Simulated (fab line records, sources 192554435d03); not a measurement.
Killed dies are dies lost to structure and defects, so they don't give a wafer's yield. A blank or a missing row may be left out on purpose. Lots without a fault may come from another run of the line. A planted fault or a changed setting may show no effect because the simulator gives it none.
A struck lot beside a sound one | flow n5_finfet | 37 steps out of a route of 1938
Sound: wafers L144.1, L144.5, L144.6. Struck: wafer L143.4. (L143.3, L143.6 of the same lot were not struck and are left out.) The cause comes at the end.
At each step with rows: each side's tool, then ch and its chambers, then its first start. Under that, the readings that differ: sound wafers | struck wafers | difference of the means | sigmas: that difference in standard deviations of wafers without a fault.
alike: readings whose means differ by less than 2 such deviations, and words and numbers that are the same on both sides. not compared: withheld readings, readings that some wafer has no value for, bounds like >300 that may hide the same value, and numbers for which the record gives no deviation and whose values overlap.
The two part at a step that has a row with sigmas, a row that says differs or no value, or rows on one side only. Numbers that don't overlap but have no deviation are shown without sigmas and don't part them. A reading that every wafer of one side lacks parts them only if that side has two wafers or more.

first, 9 steps without rows for these wafers: N5_BEOL_M9_COAT_64 (time 60 s, resist thk 12 nm); N5_BEOL_M9_COAT_75 (time 60 s, resist thk 5 nm); N5_BEOL_M9_COAT_22 (resist thk 30 nm); N5_BEOL_M9_EBR_24; N5_BEOL_M9_SOFTBAKE_23 (time 60 s); N5_BEOL_M9_EXPOSE_25 (exposes mask V8); N5_BEOL_M9_PEB_26 (peb time 60 s); N5_BEOL_M9_DEVELOP_27 (develop time 30 s); N5_BEOL_M9_DESCUM_33 (chemistry O2, time 7 s).
N5_BEOL_M9_ETCH_76: etches underlayer in N2/H2, target depth 6.5 nm, time 5.2 s.
  sound on rie_diel-02 ch 0,1,3, day 16 05:07; struck on rie_diel-06 ch 3, day 16 04:56
  reading             | sound             | struck | difference | sigmas
  n2_flow_sccm (sccm) | 199.5 199.5 199.4 | 201.3  | +1.8       | +3
  alike: chamber_pressure_mTorr, drypump_motor_current_A, etch_rf_on_time_s, oes_product_au, rf_fwd_power_W, rf_vpp_V, showerhead_plenum_p_Torr, throttle_valve_pct
  not compared: rf_hours_counter_h
then, 26 steps without rows for these wafers: N5_BEOL_M9_ETCH_65 (etches SiARC in CF4, target depth 15.6 nm, time 26 s); N5_BEOL_M9_ETCH_66 (etches SOC in N2/H2, target depth 80 nm, overetch 16 nm, time 120 s); N5_BEOL_M9_STRIP_69 (strips in N2/H2); N5_BEOL_M9_STRIP_77 (strips in N2/H2); N5_BEOL_M9_VIA_ETCH_34 (etches SiCOH lowk in C4F6/O2, target depth 182.4 nm, time 68.4 s); N5_BEOL_M9_STRIP_73 (strips in C4F6/O2); N5_BEOL_M9_STRIP_36 (strips in N2/H2); N5_BEOL_M9_TRENCH_ETCH_37 (etches SiCOH lowk in C4F6/O2, target depth 151.43 nm, time 49 s); N5_BEOL_M9_ETCH_41 (etches SiCN in CH3F/O2, target depth 36.6 nm, time 70.1 s); N5_BEOL_M9_STRIP_80 (strips in N2/H2, time 10 s); N5_BEOL_M9_HM_STRIP_39 (strips TiN in peroxide tin strip, target depth 25 nm, time 158 s); N5_BEOL_M9_SRD_40 (time 30 s); N5_BEOL_M9_PRECLEAN_42 (cleans in residue remover, time 60 s); N5_BEOL_M9_SRD_43 (time 30 s); N5_BEOL_M9_CURE_72 (cures SiCOH lowk, time 120 s); N5_BEOL_M9_DEGAS_44 (time 60 s); N5_BEOL_M9_PRE_CLEAN_45 (time 30 s); N5_BEOL_M9_ALD_74 (deposits TaN, target thk 2 nm, pulse time 2 s, purge time 3 s); N5_BEOL_M9_SURFACE_TREAT_79; N5_BEOL_M9_CVD_78 (deposits Co from CCTBA/H2, target thk 2 nm, time 138.9 s); N5_BEOL_M9_SPUTTER_48 (material Cu, target thk 12 nm, time 2 s); N5_BEOL_M9_ECD_50 (material Cu, target thk 318 nm); N5_BEOL_M9_ANNEAL_51 (time 90 s); N5_BEOL_M9_CMP_52 (polishes, stops on SiCOH lowk, t overpolish 7 s, target thk 140 nm); N5_BEOL_M9_PRE_CLEAN_55 (time 15 s); N5_BEOL_M9_DEP_56 (deposits SiCN from 3MS/NH3, target thk 15 nm, time 26.5 s).
-- the record jumps here: 3 days lie between the struck wafers' starts before and after (it left off in module BEOL_M9 and takes up again in module PASSIVATION, whose first step shown is number 1936 of the route) --
N5_PASSIVATION_PROBE_49:
  the record has rows for the struck wafers here (prober-02, day 18 20:55) and none for the sound ones

WHERE THEY PART
First at N5_BEOL_M9_ETCH_76; last, within this record, at N5_PASSIVATION_PROBE_49.

WHY: what the simulator had put in
Chamber particle source: rie_diel-06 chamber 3, from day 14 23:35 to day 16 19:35, at N5_BEOL_M9_ETCH_76. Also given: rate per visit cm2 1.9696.
